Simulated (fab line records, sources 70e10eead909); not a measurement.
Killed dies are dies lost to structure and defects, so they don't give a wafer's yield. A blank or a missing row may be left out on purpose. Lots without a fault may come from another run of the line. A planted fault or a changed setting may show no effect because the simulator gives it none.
Which tool did it? | flow nand_harc | 6 lots, 18 wafers sampled, at 5 steps of a route of 1302

WHAT THE GAUGES READ, wafer by wafer
NHARC_END_SORT_01.
lot  | measured     | on        | killed_dies
L101 | day 27 14:31 | prober-02 | 55 64 58
L114 | day 32 04:25 | prober-01 | 131 156 129
L120 | day 34 00:38 | prober-01 | 60 57 56

WHICH TOOL RAN EACH LOT (tool, then ch and the chambers of the sampled wafers, then the start)
lot  | NHARC_A_STAIRCASE_STRIP_172         | NHARC_THIN_TSV_DESCUM_14           | NHARC_THIN_TSV_PVD_51                   | NHARC_THIN_TSV_DESCUM_35
L999 | wet_bench-05 ch 2,4,7, day 16 21:46 | rie_diel-11 ch 1,2,3, day 24 05:41 | pvd_sputter-02, day 24 11:46 or earlier | rie_diel-11 ch 0,1,3, day 24 11:46
L101 | wet_bench-03 ch 0,5,6, day 18 01:50 | rie_diel-11 ch 0,1,3, day 26 22:41 | pvd_sputter-03, day 27 04:41 or earlier | rie_diel-10 ch 0,3, day 27 04:41
L104 | wet_bench-05 ch 0,5,7, day 18 19:19 | rie_diel-10 ch 1,3, day 27 02:17   | pvd_sputter-01, day 27 08:13 or earlier | rie_diel-11 ch 1,2, day 27 08:13
L112 | wet_bench-03 ch 1,2,7, day 22 04:07 | rie_diel-10 ch 0,1,2, day 29 15:22 | pvd_sputter-03, day 29 21:16 or earlier | rie_diel-07 ch 1,2, day 29 21:16
L114 | wet_bench-05 ch 0,2,3, day 23 00:55 | rie_diel-10 ch 0,1,2, day 31 08:22 | pvd_sputter-01, day 31 14:38 or earlier | rie_diel-10 ch 0,1,2, day 31 14:38
L120 | wet_bench-03 ch 2,4,5, day 25 12:23 | rie_diel-11 ch 0,1,2, day 33 05:14 | pvd_sputter-03, day 33 10:58 or earlier | rie_diel-07 ch 1,2,3, day 33 10:58
- NHARC_A_STAIRCASE_STRIP_172: strips in SPM, time 900 s.
- NHARC_THIN_TSV_DESCUM_14: chemistry O2, time 3 s.
- NHARC_THIN_TSV_PVD_51: deposits Cu, target thk 100 nm.
- NHARC_THIN_TSV_DESCUM_35: chemistry O2, time 3 s.

THE ANSWER, worked out from the rows above alone
Rule: what is usual is taken from the lots themselves. Put in order of their means at a reading, lots are off if they are a third of the lots or fewer, leave a main group of 4 or more, and stand apart from it by a gap of 3 or more times the standard deviation of the main group's means; of several such gaps the widest counts. A main group whose means are all the same, to the digits that the tables above print for the reading, isn't used. A lot without any number at a reading at which 4 lots or more have one is off too. The other lots that the step has rows for count as sound.
No lot is off at any reading shown: from this, nothing can be told.

WHAT THE SIMULATOR HAD PUT IN
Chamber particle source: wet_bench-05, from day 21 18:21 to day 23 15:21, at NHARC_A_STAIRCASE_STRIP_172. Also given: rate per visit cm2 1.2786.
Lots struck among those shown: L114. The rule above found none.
